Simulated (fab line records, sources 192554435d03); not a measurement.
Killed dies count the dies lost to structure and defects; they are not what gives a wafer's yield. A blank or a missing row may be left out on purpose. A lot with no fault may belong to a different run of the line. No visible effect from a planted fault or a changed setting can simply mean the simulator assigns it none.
Chamber matching ; flow n5Finfet ; pecvd-03 running N5_BEOL_M10_PECVD_70: 3 sister chambers
The step deposits SiO2 from TEOS/O2, target thk 20 nm, time 22.7 s. 3 wafers are shown with their chamber, then 7 later ones without.

== EACH WAFER AND ITS CHAMBER ==
wafer;chamber;throttleValvePct (%)
L082.3;2;20.3
L091.1;1;23.3
L091.4;0;27.0

== WAFERS MISSING THEIR CHAMBER ==
wafer;throttleValvePct (%)
L091.6;20.2
L088.3;23.3
L088.5;27.0
L088.6;20.5
L092.2;27.3
L092.3;20.4
L092.6;23.6

== WHICH CHAMBER EACH WENT THROUGH ==
wafer;from the rows above;in truth
L091.6;2;2
L088.3;1;1
L088.5;0;0
L088.6;2;2
L092.2;0;0
L092.3;2;2
L092.6;1;1
Placed correctly: 7 of 7. Number that these rows cannot place: 0. Wrongly placed: 0.
How it was worked out, from the rows above alone: a wafer's distance from a chamber is the root of the sum, over the readings, of the square of ((its reading less the chamber's mean) divided by the reading's scatter). If the next closest chamber is less than 2 further off than the closest, the wafer can't be placed; otherwise it belongs to the closest. For every chamber, the mean is computed from those of its wafers that are shown. The scatter (one wafer shown for each chamber): square how far every hidden wafer sits from the nearest shown wafer, average those squares and take the square root.
